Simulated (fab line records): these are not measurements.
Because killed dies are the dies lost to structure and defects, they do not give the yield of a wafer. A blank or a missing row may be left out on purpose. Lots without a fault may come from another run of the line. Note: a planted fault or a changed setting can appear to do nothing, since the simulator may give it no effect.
Which of the tools did it? ; flow nand-harc ; 24 lots with 72 wafers sampled at 6 steps, on a route of 1302 steps

WHAT THE GAUGES READ, wafer by wafer
NHARC_A_BONDPAD_CD_MEAS_09: the cd target is 500 nm. Usual: cd-nm reads 500.1 nm (standard deviation 1.4).
lot;measured;on;cd-nm (nm);flag
L074;day 23 04:08;cd-sem-01;497.9 501.4 498.8;
L075;day 23 18:46;cd-sem-01;499.6 498.5 501.8;
L076;day 23 19:01;cd-sem-03;498.2 499.2 500.5;
L077;day 24 19:01;cd-sem-03;502.5 501.3 502.5;
L078;day 24 20:53;cd-sem-02;501.3 500.7 500.3;
L079;day 25 18:17;cd-sem-03;501.2 499.4 501.7;
L080;day 26 00:40;cd-sem-01;499.7 502.5 502.6;
L081;day 26 01:52;cd-sem-01;500.3 501.4 501.4;
L082;day 26 08:19;cd-sem-02;498.9 498.0 497.3;
L085;day 26 23:35;cd-sem-01;502.7 499.6 500.5;
L084;day 27 04:55;cd-sem-02;499.2 498.7 499.8;
L083;day 27 10:21;cd-sem-03;499.8 502.5 498.4;
L086;day 28 02:06;cd-sem-02;499.0 501.3 500.4;
L087;day 28 21:56;cd-sem-02;498.2 498.4 499.1;
L088;day 29 09:31;cd-sem-03;498.4 498.5 499.0;
L089;day 29 17:14;cd-sem-03;501.7 498.5 499.1;
L090;day 29 18:55;cd-sem-03;498.3 498.5 496.2;
L091;day 30 00:34;cd-sem-01;502.5 501.6 502.0;
L092;day 30 20:29;cd-sem-03;501.3 500.9 501.7;
L093;day 31 03:33;cd-sem-01;500.5 501.2 500.1;
L095;day 32 03:29;cd-sem-01;498.3 500.2 500.3;
L094;day 32 05:20;cd-sem-02;500.7 499.0 499.9;
L097;day 33 00:19;cd-sem-01;500.8 501.8 501.6;
L096;day 33 01:21;cd-sem-03;500.1 499.2 500.8;

TOOL THAT RAN EACH LOT (tool first, then ch and the chambers of the sampled wafers, then the start)
lot;NHARC_A_CONTACT_ETCH_97;NHARC_A_M0_CMP_23;NHARC_A_M1_ETCH_28;NHARC_A_M1_DEGAS_29;NHARC_A_BONDPAD_CMP_29
L074;rie-diel-09 ch 1,3, day 22 21:37 or earlier;cmp-01 ch 2,3, day 22 21:37;rie-diel-02 ch 1,2, day 23 00:40 or earlier;pvd-sputter-02, day 23 00:40;cmp-01 ch 0,1,2, day 23 03:23
L075;rie-diel-09 ch 0,2,3, day 23 12:05 or earlier;cmp-01 ch 2,3, day 23 12:05;rie-diel-13 ch 0,3, day 23 15:09 or earlier;pvd-sputter-01, day 23 15:09;cmp-01 ch 0,1, day 23 17:58
L076;rie-diel-09 ch 1,2,3, day 23 12:29 or earlier;cmp-02 ch 0,1,2, day 23 12:29;rie-diel-02 ch 1,2,3, day 23 15:25 or earlier;pvd-sputter-03, day 23 15:25;cmp-03 ch 0,1,2, day 23 18:13
L077;rie-diel-09 ch 2,3, day 24 12:27 or earlier;cmp-02 ch 1,2, day 24 12:27;rie-diel-13 ch 0,2, day 24 15:25 or earlier;pvd-sputter-03, day 24 15:25;cmp-01 ch 1,3, day 24 18:11
L078;rie-diel-09 ch 2,3, day 24 14:11 or earlier;cmp-01 ch 0,2,3, day 24 14:11;rie-diel-06 ch 1,2, day 24 17:22 or earlier;pvd-sputter-02, day 24 17:22;cmp-01 ch 1,2, day 24 20:11
L079;rie-diel-04 ch 0,2,3, day 25 11:51 or earlier;cmp-02 ch 1,2, day 25 11:51;rie-diel-02 ch 2,3, day 25 14:55 or earlier;pvd-sputter-03, day 25 14:55;cmp-01 ch 0,2,3, day 25 17:34
L080;rie-diel-09 ch 1,2,3, day 25 18:14 or earlier;cmp-03 ch 0,1,2, day 25 18:14;rie-diel-13 ch 1,2, day 25 21:15 or earlier;pvd-sputter-02, day 25 21:15;cmp-03 ch 1,3, day 25 23:56
L081;rie-diel-04 ch 0,1,2, day 25 19:37 or earlier;cmp-03 ch 0,1,3, day 25 19:37;rie-diel-06 ch 0,1,2, day 25 22:32 or earlier;pvd-sputter-01, day 25 22:32;cmp-01 ch 1,2, day 26 01:11
L082;rie-diel-04 ch 0,1, day 25 09:26;cmp-02 ch 0,1,2, day 26 01:46;rie-diel-06 ch 0,1, day 26 04:47 or earlier;pvd-sputter-02, day 26 04:47;cmp-04 ch 0,1,3, day 26 07:32
L085;rie-diel-07 ch 1,2,3, day 26 17:01 or earlier;cmp-01 ch 0,2,3, day 26 17:01;rie-diel-02 ch 0,2, day 26 20:04 or earlier;pvd-sputter-03, day 26 20:04;cmp-04 ch 1,3, day 26 22:47
L084;rie-diel-09 ch 1,3, day 26 03:55;cmp-03 ch 0,1,3, day 26 22:19;rie-diel-06 ch 0,1,3, day 27 01:26 or earlier;pvd-sputter-02, day 27 01:26;cmp-01 ch 0,1, day 27 04:05
L083;rie-diel-07 ch 0,1,3, day 27 03:46 or earlier;cmp-03 ch 1,2,3, day 27 03:46;rie-diel-13 ch 2,3, day 27 06:53 or earlier;pvd-sputter-02, day 27 06:53;cmp-03 ch 0,1, day 27 09:32
L086;rie-diel-04 ch 0,2,3, day 27 19:38 or earlier;cmp-03 ch 0,1,2, day 27 19:38;rie-diel-13 ch 0,1,3, day 27 22:33 or earlier;pvd-sputter-01, day 27 22:33;cmp-01 ch 1,2,3, day 28 01:26
L087;rie-diel-09 ch 0,2,3, day 28 15:30 or earlier;cmp-03 ch 0,2,3, day 28 15:30;rie-diel-02 ch 0,1,2, day 28 18:34 or earlier;pvd-sputter-01, day 28 18:34;cmp-04 ch 0,1,2, day 28 21:16
L088;rie-diel-09 ch 1,2,3, day 29 02:26 or earlier;cmp-01 ch 0,2, day 29 02:26;rie-diel-02 ch 1,2,3, day 29 06:10 or earlier;pvd-sputter-01, day 29 06:10;cmp-03 ch 0,1, day 29 08:50
L089;rie-diel-09 ch 0,3, day 29 10:20 or earlier;cmp-03 ch 2,3, day 29 10:20;rie-diel-06 ch 0,2,3, day 29 13:53 or earlier;pvd-sputter-01, day 29 13:53;cmp-01 ch 0,2,3, day 29 16:35
L090;rie-diel-09 ch 0,3, day 29 12:13 or earlier;cmp-02 ch 1,2,3, day 29 12:13;rie-diel-06 ch 1,2,3, day 29 15:24 or earlier;pvd-sputter-02, day 29 15:24;cmp-03 ch 0,1,2, day 29 18:08
L091;rie-diel-09 ch 1,2, day 29 17:56 or earlier;cmp-01 ch 0,2, day 29 17:56;rie-diel-02 ch 0,2, day 29 21:00 or earlier;pvd-sputter-02, day 29 21:00;cmp-03 ch 0,1,2, day 29 23:48
L092;rie-diel-04 ch 0,2, day 30 14:02 or earlier;cmp-03 ch 0,1,3, day 30 14:02;rie-diel-13 ch 0,1, day 30 17:03 or earlier;pvd-sputter-02, day 30 17:03;cmp-03 ch 0,1,2, day 30 19:50
L093;rie-diel-07 ch 1,2,3, day 30 20:50 or earlier;cmp-03 ch 0,1,2, day 30 20:50;rie-diel-06 ch 0,2,3, day 31 00:02 or earlier;pvd-sputter-02, day 31 00:02;cmp-03 ch 0,2,3, day 31 02:46
L095;rie-diel-07 ch 0,1, day 31 03:05;cmp-03 ch 0,1, day 31 21:07;rie-diel-02 ch 2,3, day 32 00:02 or earlier;pvd-sputter-02, day 32 00:02;cmp-04 ch 1,2, day 32 02:47
L094;rie-diel-09 ch 0,1,2, day 31 22:40 or earlier;cmp-02 ch 2,3, day 31 22:40;rie-diel-02 ch 0,2, day 32 01:52 or earlier;pvd-sputter-02, day 32 01:52;cmp-04 ch 1,2, day 32 04:33
L097;rie-diel-09 ch 0,1,3, day 32 17:46 or earlier;cmp-01 ch 0,1, day 32 17:46;rie-diel-06 ch 0,2,3, day 32 20:50 or earlier;pvd-sputter-02, day 32 20:50;cmp-01 ch 0,3, day 32 23:29
L096;rie-diel-09 ch 1,3, day 32 18:40 or earlier;cmp-01 ch 1,3, day 32 18:40;rie-diel-02 ch 0,2,3, day 32 21:46 or earlier;pvd-sputter-02, day 32 21:46;cmp-03 ch 1,2, day 33 00:32
- NHARC_A_CONTACT_ETCH_97: etches the open film in C4F6/O2, target depth 20 nm, time 10 s.
- NHARC_A_M0_CMP_23: polishes, t overpolish 20 s, target thk 113.75 nm.
- NHARC_A_M1_ETCH_28: etches the open film in CF4/N2, target depth 30 nm, time 72.99 s.
- NHARC_A_M1_DEGAS_29: time 60 s.
- NHARC_A_BONDPAD_CMP_29: polishes SiCN, target thk 200 nm.

AS READ BY THE TOOLS THEMSELVES (means over the sampled wafers that have a number; for cases with no such wafer, the mark the record gives instead)
NHARC_A_CONTACT_ETCH_97. Usual: drypump-motor-current-A 5.9 A, standard deviation 0.36; o2-flow-sccm 20.00 sccm, standard deviation 0.064; oes-product-au 0.952 a.u., standard deviation 0.021; rf-vpp-V 547 V, standard deviation 4.2; showerhead-plenum-p-Torr 3.91 Torr, standard deviation 0.19; throttle-valve-pct 26.903 %, standard deviation 0.0088.
lot;tool;drypump-motor-current-A (A);o2-flow-sccm (sccm);oes-product-au (a.u.);rf-vpp-V (V);showerhead-plenum-p-Torr (Torr);throttle-valve-pct (%);flag
L074;rie-diel-09;5.7;20.06;1.004;545;3.81;26.896;
L075;rie-diel-09;6.1;20.00;0.943;545;3.79;26.900;
L076;rie-diel-09;5.9;19.98;0.941;546;3.92;26.908;
L077;rie-diel-09;6.1;19.96;0.957;545;3.86;26.899;
L078;rie-diel-09;6.2;20.04;0.949;545;3.86;26.899;
L079;rie-diel-04;5.9;20.00;0.954;549;3.99;26.901;
L080;rie-diel-09;5.9;19.97;0.940;547;3.91;26.907;
L081;rie-diel-04;5.7;19.97;0.961;550;4.10;26.905;
L082;rie-diel-04;5.6;20.03;1.004;553;4.21;26.898;
L085;rie-diel-07;5.5;20.06;0.955;545;3.79;26.896;
L084;rie-diel-09;5.6;20.01;0.959;548;3.95;26.901;
L083;rie-diel-07;5.6;19.95;0.936;547;3.96;26.894;
L086;rie-diel-04;5.8;20.02;0.938;547;3.98;26.908;
L087;rie-diel-09;6.1;19.96;0.947;544;3.77;26.908;
L088;rie-diel-09;5.9;20.04;0.945;546;3.90;26.905;
L089;rie-diel-09;5.9;20.03;0.952;540;3.67;26.910;
L090;rie-diel-09;5.9;19.92;0.944;541;3.67;26.906;
L091;rie-diel-09;5.9;19.99;0.954;550;4.05;26.909;
L092;rie-diel-04;5.7;19.97;0.939;549;3.99;26.902;
L093;rie-diel-07;5.5;19.99;0.944;544;3.77;26.899;
L095;rie-diel-07;5.6;19.98;0.951;549;4.04;26.903;
L094;rie-diel-09;6.2;19.92;0.930;546;3.92;26.897;
L097;rie-diel-09;5.9;20.08;0.931;549;4.01;26.904;
L096;rie-diel-09;5.7;20.01;0.988;552;4.17;26.904;

NHARC_A_M0_CMP_23. Usual: edge-zone-pressure-frac 1.000, standard deviation 0.0051; motor-current-A 12.4 A, standard deviation 0.95; retaining-ring-pressure-frac 1.001, standard deviation 0.0051; time-to-endpoint-s 28.3 s, standard deviation 2.1.
lot;tool;edge-zone-pressure-frac;motor-current-A (A);retaining-ring-pressure-frac;time-to-endpoint-s (s);flag
L074;cmp-01;1.000;11.9;1.001;30.5;
L075;cmp-01;0.998;12.3;1.004;30.3;
L076;cmp-02;0.996;12.4;1.005;26.4;
L077;cmp-02;0.995;12.0;1.000;27.2;
L078;cmp-01;0.991;12.5;1.000;29.2;
L079;cmp-02;0.996;12.2;0.998;25.4;
L080;cmp-03;1.001;13.0;0.998;30.0;
L081;cmp-03;0.998;12.5;1.000;26.5;
L082;cmp-02;1.000;12.3;1.002;30.3;
L085;cmp-01;1.001;12.0;0.998;28.0;
L084;cmp-03;1.000;12.7;1.004;29.1;
L083;cmp-03;1.001;12.5;1.001;27.6;
L086;cmp-03;1.002;13.1;0.998;27.7;
L087;cmp-03;0.999;12.0;0.999;26.3;
L088;cmp-01;1.001;12.5;1.001;31.1;
L089;cmp-03;1.005;12.2;1.003;24.8;
L090;cmp-02;1.004;11.5;1.002;29.6;
L091;cmp-01;0.995;12.1;0.996;25.4;
L092;cmp-03;1.003;13.0;1.003;26.8;
L093;cmp-03;0.997;13.1;1.000;27.9;
L095;cmp-03;1.000;13.5;1.004;28.4;
L094;cmp-02;1.003;11.0;1.000;26.5;
L097;cmp-01;1.000;12.4;1.003;30.6;
L096;cmp-01;1.001;12.1;1.000;27.5;

NHARC_A_M1_ETCH_28. Usual: drypump-motor-current-A 5.6 A, standard deviation 0.42; oes-product-au 1.000 a.u., standard deviation 0.0077; rf-vpp-V 315.1 V, standard deviation 2.2; showerhead-plenum-p-Torr 2.69 Torr, standard deviation 0.12; throttle-valve-pct 19.793 %, standard deviation 0.0089.
lot;tool;drypump-motor-current-A (A);oes-product-au (a.u.);rf-vpp-V (V);showerhead-plenum-p-Torr (Torr);throttle-valve-pct (%);flag
L074;rie-diel-02;5.7;0.999;317.6;2.81;19.788;
L075;rie-diel-13;6.4;1.001;315.1;2.71;19.803;
L076;rie-diel-02;5.4;0.993;316.8;2.78;19.794;
L077;rie-diel-13;6.0;1.004;314.6;2.66;19.793;
L078;rie-diel-06;5.4;1.001;313.1;2.57;19.793;
L079;rie-diel-02;5.3;0.997;315.9;2.76;19.797;
L080;rie-diel-13;5.4;1.002;316.3;2.72;19.797;
L081;rie-diel-06;5.5;1.000;313.1;2.57;19.795;
L082;rie-diel-06;5.7;0.999;314.7;2.69;19.790;
L085;rie-diel-02;5.8;0.997;315.8;2.75;19.792;
L084;rie-diel-06;5.8;1.015;314.7;2.65;19.788;
L083;rie-diel-13;5.9;0.998;315.2;2.68;19.791;
L086;rie-diel-13;6.1;0.996;316.5;2.72;19.797;
L087;rie-diel-02;5.7;0.999;317.1;2.75;19.791;
L088;rie-diel-02;5.4;0.997;316.0;2.78;19.794;
L089;rie-diel-06;5.6;1.000;312.7;2.53;19.781;
L090;rie-diel-06;5.6;1.006;314.3;2.64;19.789;
L091;rie-diel-02;5.8;1.003;315.1;2.69;19.796;
L092;rie-diel-13;5.9;0.993;315.8;2.74;19.802;
L093;rie-diel-06;5.6;1.002;312.1;2.53;19.790;
L095;rie-diel-02;5.5;0.991;316.2;2.78;19.795;
L094;rie-diel-02;5.8;0.986;315.7;2.75;19.800;
L097;rie-diel-06;5.6;1.005;312.4;2.53;19.801;
L096;rie-diel-02;5.5;0.997;315.4;2.72;19.793;

NHARC_A_M1_DEGAS_29. Usual: heater-power-w reads 334 W (standard deviation 23).
lot;tool;heater-power-w (W);flag
L074;pvd-sputter-02;334;
L075;pvd-sputter-01;356;
L076;pvd-sputter-03;333;
L077;pvd-sputter-03;341;
L078;pvd-sputter-02;326;
L079;pvd-sputter-03;343;
L080;pvd-sputter-02;326;
L081;pvd-sputter-01;338;
L082;pvd-sputter-02;326;
L085;pvd-sputter-03;333;
L084;pvd-sputter-02;341;
L083;pvd-sputter-02;328;
L086;pvd-sputter-01;368;
L087;pvd-sputter-01;336;
L088;pvd-sputter-01;334;
L089;pvd-sputter-01;328;
L090;pvd-sputter-02;327;
L091;pvd-sputter-02;323;
L092;pvd-sputter-02;316;
L093;pvd-sputter-02;322;
L095;pvd-sputter-02;332;
L094;pvd-sputter-02;326;
L097;pvd-sputter-02;321;
L096;pvd-sputter-02;330;

NHARC_A_BONDPAD_CMP_29. Usual: edge-zone-pressure-frac 0.999, standard deviation 0.0055; motor-current-A 12.4 A, standard deviation 0.77; retaining-ring-pressure-frac 1.000, standard deviation 0.0051.
lot;tool;edge-zone-pressure-frac;motor-current-A (A);retaining-ring-pressure-frac;flag
L074;cmp-01;0.998;12.0;1.001;
L075;cmp-01;0.999;12.2;0.999;
L076;cmp-03;0.994;13.0;1.003;
L077;cmp-01;1.006;11.8;0.998;
L078;cmp-01;0.996;12.4;1.009;
L079;cmp-01;0.996;12.4;1.004;
L080;cmp-03;0.996;12.2;1.005;
L081;cmp-01;0.999;12.3;1.000;
L082;cmp-04;0.996;12.5;0.999;
L085;cmp-04;0.999;12.6;1.008;
L084;cmp-01;1.002;12.2;1.003;
L083;cmp-03;1.005;13.8;0.997;
L086;cmp-01;1.000;12.2;0.996;
L087;cmp-04;0.996;12.5;1.001;
L088;cmp-03;1.002;13.7;1.000;
L089;cmp-01;1.003;12.2;1.002;
L090;cmp-03;0.999;13.3;0.999;
L091;cmp-03;0.999;13.2;1.000;
L092;cmp-03;1.002;12.9;1.001;
L093;cmp-03;0.999;12.0;1.001;
L095;cmp-04;1.000;12.5;0.997;
L094;cmp-04;1.001;12.3;1.002;
L097;cmp-01;1.008;12.2;1.001;
L096;cmp-03;1.004;13.0;1.000;

THE ANSWER, worked out from the rows above alone
Rule: lot off if the mean of its wafers having a number is beyond 3 standard deviations from the usual mean. Also off: a lot with no number at a reading for which 4 or more lots have one. Where the step has rows for the other lots, those lots are counted as sound. Order of review: gauges by route order, followed by the tools' own readings, for which a lot's mean as printed above is used. The first step at which some lot is off is used, and at that step the reading that is off furthest; a lot without a number counts as furthest.
Nothing can be told from this: no lot is off at any reading shown.

WHAT WAS PUT IN BY THE SIMULATOR
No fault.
